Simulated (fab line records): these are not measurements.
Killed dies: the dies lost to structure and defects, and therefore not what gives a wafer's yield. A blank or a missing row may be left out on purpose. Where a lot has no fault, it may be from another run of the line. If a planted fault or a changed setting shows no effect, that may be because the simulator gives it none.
Split-lot experiment || flow n5Finfet || 7 lots, 21 wafers read, on a route of 1938 steps

== SPLIT DETAILS ==
At N5_BEOL_M14_PEB_26 (peb time 90 s), the setting pebTempC was moved away from the recipe's 130 C on 7 of the 21 wafers read, by -2.1% to +2.5%. The other wafers ran this setting at the recipe's value.

== FROM THE SPLIT TO THE READING: what the file shows between them, 2 steps ==
- N5_BEOL_M14_DEVELOP_27: develop time 45 s
- N5_BEOL_M14_HARDBAKE_32: time 120 s

== THE READING ==
cdNm at N5_BEOL_M14_CD_MEAS_28, given in nm (cd target 284.4 nm). A value of 284.4 nm with a standard deviation of 2.4 nm is what fault-free wafers of this fab line usually give.

{"wafer": "L077.1", "tool, chamber at the split": "lithoTrack-03, 0", "pebTempC as run, C": 130, "against the recipe": "recipe", "cdNm, nm": 286.9, "against lot-mates on the recipe": "-"}
{"wafer": "L077.2", "tool, chamber at the split": "lithoTrack-03, 0", "pebTempC as run, C": 130, "against the recipe": "recipe", "cdNm, nm": 283.1, "against lot-mates on the recipe": "-"}
{"wafer": "L077.3", "tool, chamber at the split": "lithoTrack-03, 0", "pebTempC as run, C": 130, "against the recipe": "recipe", "cdNm, nm": 283.1, "against lot-mates on the recipe": "-"}
{"wafer": "L082.2", "tool, chamber at the split": "lithoTrack-03, 0", "pebTempC as run, C": 127.3, "against the recipe": "-2.1%", "cdNm, nm": 271.5, "against lot-mates on the recipe": -16.4}
{"wafer": "L082.3", "tool, chamber at the split": "lithoTrack-03, 0", "pebTempC as run, C": 130, "against the recipe": "recipe", "cdNm, nm": 287.9, "against lot-mates on the recipe": "-"}
{"wafer": "L082.6", "tool, chamber at the split": "lithoTrack-03, 0", "pebTempC as run, C": 127.3, "against the recipe": "-2.1%", "cdNm, nm": 269.8, "against lot-mates on the recipe": -18.1}
{"wafer": "L084.3", "tool, chamber at the split": "lithoTrack-04, 0", "pebTempC as run, C": 130, "against the recipe": "recipe", "cdNm, nm": 286.9, "against lot-mates on the recipe": "-"}
{"wafer": "L084.5", "tool, chamber at the split": "lithoTrack-04, 0", "pebTempC as run, C": 133.2, "against the recipe": "+2.5%", "cdNm, nm": 297.3, "against lot-mates on the recipe": "+10.4"}
{"wafer": "L084.6", "tool, chamber at the split": "lithoTrack-04, 0", "pebTempC as run, C": 133.2, "against the recipe": "+2.5%", "cdNm, nm": 300.6, "against lot-mates on the recipe": "+13.7"}
{"wafer": "L085.1", "tool, chamber at the split": "lithoTrack-01, 0", "pebTempC as run, C": 130, "against the recipe": "recipe", "cdNm, nm": 278.9, "against lot-mates on the recipe": "-"}
{"wafer": "L085.5", "tool, chamber at the split": "lithoTrack-01, 0", "pebTempC as run, C": 130, "against the recipe": "recipe", "cdNm, nm": 280.3, "against lot-mates on the recipe": "-"}
{"wafer": "L085.6", "tool, chamber at the split": "lithoTrack-01, 0", "pebTempC as run, C": 130, "against the recipe": "recipe", "cdNm, nm": 283.6, "against lot-mates on the recipe": "-"}
{"wafer": "L087.2", "tool, chamber at the split": "lithoTrack-04, 0", "pebTempC as run, C": 130, "against the recipe": "recipe", "cdNm, nm": 281.8, "against lot-mates on the recipe": "-"}
{"wafer": "L087.3", "tool, chamber at the split": "lithoTrack-04, 0", "pebTempC as run, C": 128.6, "against the recipe": "-1.1%", "cdNm, nm": 277.4, "against lot-mates on the recipe": -5.2}
{"wafer": "L087.6", "tool, chamber at the split": "lithoTrack-04, 0", "pebTempC as run, C": 130, "against the recipe": "recipe", "cdNm, nm": 283.5, "against lot-mates on the recipe": "-"}
{"wafer": "L089.2", "tool, chamber at the split": "lithoTrack-03, 0", "pebTempC as run, C": 128.3, "against the recipe": "-1.3%", "cdNm, nm": 275.2, "against lot-mates on the recipe": -11.6}
{"wafer": "L089.5", "tool, chamber at the split": "lithoTrack-03, 0", "pebTempC as run, C": 130, "against the recipe": "recipe", "cdNm, nm": 286.7, "against lot-mates on the recipe": "-"}
{"wafer": "L089.6", "tool, chamber at the split": "lithoTrack-03, 0", "pebTempC as run, C": 130, "against the recipe": "recipe", "cdNm, nm": 286.8, "against lot-mates on the recipe": "-"}
{"wafer": "L093.2", "tool, chamber at the split": "lithoTrack-03, 0", "pebTempC as run, C": 130, "against the recipe": "recipe", "cdNm, nm": 286.1, "against lot-mates on the recipe": "-"}
{"wafer": "L093.3", "tool, chamber at the split": "lithoTrack-03, 0", "pebTempC as run, C": 131.8, "against the recipe": "+1.4%", "cdNm, nm": 294.3, "against lot-mates on the recipe": "+9.3"}
{"wafer": "L093.6", "tool, chamber at the split": "lithoTrack-03, 0", "pebTempC as run, C": 130, "against the recipe": "recipe", "cdNm, nm": 283.8, "against lot-mates on the recipe": "-"}

FIT RESULTS
A straight line over all 21 wafers: cdNm changes by +6.34 nm for each +1% of pebTempC; r = +0.95; the points scatter about the line by 2.4 nm.
The same after taking each lot's own level away (the mean of its wafers on the recipe; 21 wafers): +6.44 nm for each +1%; r = +0.96; scatter 2.2 nm.
That fit puts the effect of the largest move of pebTempC on the reading at 16 nm.
Across the lots, their own levels run from 280.93 to 287.90 nm, a range of 2.9 times the standard deviation given above.
Consequently the slope shifts little with the lot-to-lot level, the two slopes agreeing.
Check: for one of the wafers moved furthest among these (+2.5%), held out of the fit, the line's prediction against its lot-mates is +17 nm. Against them it came out at +10.4 nm.

== OTHER SPLITS APPLIED TO THESE WAFERS ==
These wafers also went through other splits before the reading. Each is held against what the fit with the lots' levels taken away leaves over:
{"other split on the same wafers": "N5_BEOL_M11_EXPOSE_25 doseMj", "wafers away from the commonest value": 8, "r with cdNm (lot level and that fit taken away)": -0.14}
{"other split on the same wafers": "N5_BEOL_M12_EXPOSE_07 doseMj", "wafers away from the commonest value": 7, "r with cdNm (lot level and that fit taken away)": "+0.41"}
{"other split on the same wafers": "N5_BEOL_M13_EXPOSE_25 doseMj", "wafers away from the commonest value": 6, "r with cdNm (lot level and that fit taken away)": "+0.13"}
{"other split on the same wafers": "N5_BEOL_M13_TRENCH_ETCH_34 timeS", "wafers away from the commonest value": 7, "r with cdNm (lot level and that fit taken away)": "+0.11"}

== THE WHOLE CHAIN: every reading that the file lists as answering this split, in the file's order ==
{"step": "N5_BEOL_M14_CD_MEAS_28", "what it does": "target cd 284.4 nm", "reading": "cdNm", "change (the file's fit)": "+6.56 nm for each +1% of the setting", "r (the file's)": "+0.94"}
{"step": "N5_BEOL_M14_DESCUM_33", "what it does": "chemistry O2, time 7.9 s", "reading": "BEOL_M14.cdNm (the simulator's own value, which no gauge read)", "change (the file's fit)": "+6.49 nm for each +1% of the setting", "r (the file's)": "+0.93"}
{"step": "N5_BEOL_M14_ETCH_67", "what it does": "etches SiARC in CF4, target depth 143 nm, time 238.3 s", "reading": "BEOL_M14.cdNm (the simulator's own value, which no gauge read)", "change (the file's fit)": "+6.24 nm for each +1% of the setting", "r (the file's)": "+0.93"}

== THE FILE'S OWN FIT ==
cdNm changes by +6.56 nm for each +1% of pebTempC, r = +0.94.
